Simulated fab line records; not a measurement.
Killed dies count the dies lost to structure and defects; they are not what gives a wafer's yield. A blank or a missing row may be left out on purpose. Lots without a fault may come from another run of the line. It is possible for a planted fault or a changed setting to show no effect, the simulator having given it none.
Which tool is to blame? / flow n5-finfet / Sampling: 10 lots, 30 wafers, 2 of 1938 route steps

## WHAT THE GAUGES SHOWED, per wafer
N5_BEOL_M13_RS_MEAS_54: the measuring method here is four-point-probe.
lot=L112; measured=day 10 20:36; on=film-metro-01; M13_RS (ohm/sq)=0.0451 0.0451 0.0450
lot=L111; measured=day 11 01:29; on=film-metro-01; M13_RS (ohm/sq)=0.0434 0.0450 0.0449
lot=L115; measured=day 12 03:44; on=film-metro-01; M13_RS (ohm/sq)=0.0440 0.0456 0.0458
lot=L114; measured=day 12 15:44; on=film-metro-01; M13_RS (ohm/sq)=0.0446 0.0450 0.0450
lot=L120; measured=day 13 07:26; on=film-metro-01; M13_RS (ohm/sq)=0.0452 0.0449 0.0448
lot=L123; measured=day 14 05:31; on=film-metro-02; M13_RS (ohm/sq)=0.0449 0.0443 0.0444
lot=L125; measured=day 14 23:26; on=film-metro-02; M13_RS (ohm/sq)=0.0434 0.0440 0.0446
lot=L126; measured=day 15 06:28; on=film-metro-02; M13_RS (ohm/sq)=0.0459 0.0442 0.0447
lot=L130; measured=day 16 01:22; on=film-metro-01; M13_RS (ohm/sq)=0.0448 0.0445 0.0441
lot=L132; measured=day 16 18:48; on=film-metro-01; M13_RS (ohm/sq)=0.0445 0.0453 0.0456

## TOOL THAT RAN EACH LOT (tool first, then ch and the chambers of the sampled wafers, then the start)
lot=L112; N5_BEOL_M13_CMP_49=cmp-02 ch 0,2,3, day 10 20:11
lot=L111; N5_BEOL_M13_CMP_49=cmp-02 ch 2,3, day 11 01:04
lot=L115; N5_BEOL_M13_CMP_49=cmp-03 ch 0,2, day 12 03:19
lot=L114; N5_BEOL_M13_CMP_49=cmp-03 ch 0,1,2, day 12 15:20
lot=L120; N5_BEOL_M13_CMP_49=cmp-04 ch 0,1,2, day 13 07:01
lot=L123; N5_BEOL_M13_CMP_49=cmp-02 ch 2,3, day 14 05:08
lot=L125; N5_BEOL_M13_CMP_49=cmp-02 ch 1,2, day 14 23:01
lot=L126; N5_BEOL_M13_CMP_49=cmp-02 ch 0,2,3, day 15 06:05
lot=L130; N5_BEOL_M13_CMP_49=cmp-04 ch 2,3, day 16 00:56
lot=L132; N5_BEOL_M13_CMP_49=cmp-04 ch 0,2,3, day 16 18:28
- N5_BEOL_M13_CMP_49: polishes, stops on SiOC, t overpolish 17.1 s, target thk 420 nm.

## THE ANSWER, worked out from the rows above alone
Rule: usual is defined by the lots themselves. The widest of any qualifying gaps counts: lots, ordered by their means at a reading, are off when they make up no more than a third of the lots, leave a main group of 4 or more, and stand apart from it by 3 or more times the standard deviation of that group's means. Not used: any main group whose means are identical at the precision the tables above print for the reading. A lot without any number at a reading at which 4 lots or more have one is off too. The other lots that the step has rows for count as sound.
Across all readings shown, no lot is off: no conclusion can be drawn from this.

## WHAT THE SIMULATOR PUT IN
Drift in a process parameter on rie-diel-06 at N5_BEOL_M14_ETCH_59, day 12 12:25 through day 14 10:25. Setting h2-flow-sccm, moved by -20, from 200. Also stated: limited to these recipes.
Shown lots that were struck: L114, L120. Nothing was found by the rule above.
